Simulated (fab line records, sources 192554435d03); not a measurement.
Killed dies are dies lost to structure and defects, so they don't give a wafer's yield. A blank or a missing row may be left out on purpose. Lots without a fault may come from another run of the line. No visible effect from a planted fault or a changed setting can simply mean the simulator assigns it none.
Chamber matching :: flow n5Finfet :: N5_MOL_CONTACT_COAG_ETCH_66 on rieDiel-05 has 4 sister chambers
The step etches SiARC in CF4, target depth 13 nm, time 21.7 s. 14 wafers are shown with their chamber, then 7 later ones without.

## WAFERS, EACH WITH ITS CHAMBER
wafer: L076.1
chamber: 2
throttleValvePct (%): 15.80
showerheadPlenumPTorr (Torr): 2.10
oesProductAu (a.u.): 0.59

wafer: L076.2
chamber: 0
throttleValvePct (%): 15.29
showerheadPlenumPTorr (Torr): 2.19
oesProductAu (a.u.): 0.80

wafer: L076.3
chamber: 1
throttleValvePct (%): 15.65
showerheadPlenumPTorr (Torr): 2.08
oesProductAu (a.u.): 0.70

wafer: L076.4
chamber: 2
throttleValvePct (%): 15.77
showerheadPlenumPTorr (Torr): 2.10
oesProductAu (a.u.): 0.60

wafer: L076.5
chamber: 0
throttleValvePct (%): 15.28
showerheadPlenumPTorr (Torr): 2.19
oesProductAu (a.u.): 0.79

wafer: L076.6
chamber: 1
throttleValvePct (%): 15.64
showerheadPlenumPTorr (Torr): 2.08
oesProductAu (a.u.): 0.70

wafer: L078.1
chamber: 0
throttleValvePct (%): 15.30
showerheadPlenumPTorr (Torr): 2.19
oesProductAu (a.u.): 0.78

wafer: L078.3
chamber: 3
throttleValvePct (%): 15.14
showerheadPlenumPTorr (Torr): 2.13
oesProductAu (a.u.): 0.84

wafer: L078.5
chamber: 1
throttleValvePct (%): 15.66
showerheadPlenumPTorr (Torr): 2.08
oesProductAu (a.u.): 0.69

wafer: L081.1
chamber: 3
throttleValvePct (%): 15.13
showerheadPlenumPTorr (Torr): 2.12
oesProductAu (a.u.): 0.82

wafer: L081.3
chamber: 0
throttleValvePct (%): 15.32
showerheadPlenumPTorr (Torr): 2.19
oesProductAu (a.u.): 0.77

wafer: L081.6
chamber: 2
throttleValvePct (%): 15.81
showerheadPlenumPTorr (Torr): 2.10
oesProductAu (a.u.): 0.59

wafer: L085.1
chamber: 2
throttleValvePct (%): 15.84
showerheadPlenumPTorr (Torr): 2.10
oesProductAu (a.u.): 0.59

wafer: L085.3
chamber: 1
throttleValvePct (%): 15.68
showerheadPlenumPTorr (Torr): 2.07
oesProductAu (a.u.): 0.68

SIGNATURES (averages over the wafers above)
reading: throttleValvePct
chamber 0: 15.2975
chamber 1: 15.6575
chamber 2: 15.8050
chamber 3: 15.1350
scatter within a chamber: 0.0207

reading: showerheadPlenumPTorr
chamber 0: 2.1900
chamber 1: 2.0775
chamber 2: 2.1000
chamber 3: 2.1250
scatter within a chamber: 0.00354

reading: oesProductAu
chamber 0: 0.7850
chamber 1: 0.6925
chamber 2: 0.5925
chamber 3: 0.8300
scatter within a chamber: 0.0102
Rule: a wafer's distance from a chamber is the root of the sum, over the readings, of the square of ((its reading less the chamber's mean) divided by the reading's scatter). If the next closest chamber is less than 2 further off than the closest, the wafer can't be placed; otherwise it belongs to the closest. How the scatter is found: for the shown wafers, subtract from each reading the mean of its chamber, square and add these, divide the total by (wafers less chambers), then take the root.

## WAFERS WHOSE CHAMBER IS MISSING
wafer: L085.6
throttleValvePct (%): 15.33
showerheadPlenumPTorr (Torr): 2.19
oesProductAu (a.u.): 0.75

wafer: L092.1
throttleValvePct (%): 15.34
showerheadPlenumPTorr (Torr): 2.18
oesProductAu (a.u.): 0.73

wafer: L092.2
throttleValvePct (%): 15.71
showerheadPlenumPTorr (Torr): 2.07
oesProductAu (a.u.): 0.67

wafer: L092.5
throttleValvePct (%): 15.86
showerheadPlenumPTorr (Torr): 2.09
oesProductAu (a.u.): 0.57

wafer: L095.1
throttleValvePct (%): 15.36
showerheadPlenumPTorr (Torr): 2.18
oesProductAu (a.u.): 0.73

wafer: L095.4
throttleValvePct (%): 15.21
showerheadPlenumPTorr (Torr): 2.11
oesProductAu (a.u.): 0.74

wafer: L095.6
throttleValvePct (%): 15.36
showerheadPlenumPTorr (Torr): 2.18
oesProductAu (a.u.): 0.72

## THE CHAMBER EACH PASSED THROUGH
wafer: L085.6
from the rows above: 0
in truth: 0

wafer: L092.1
from the rows above: 0
in truth: 0

wafer: L092.2
from the rows above: 1
in truth: 1

wafer: L092.5
from the rows above: 2
in truth: 2

wafer: L095.1
from the rows above: 0
in truth: 0

wafer: L095.4
from the rows above: 3
in truth: 3

wafer: L095.6
from the rows above: 0
in truth: 0
7 of 7 placed correctly. Number that these rows cannot place: 0. Wrongly placed: 0.
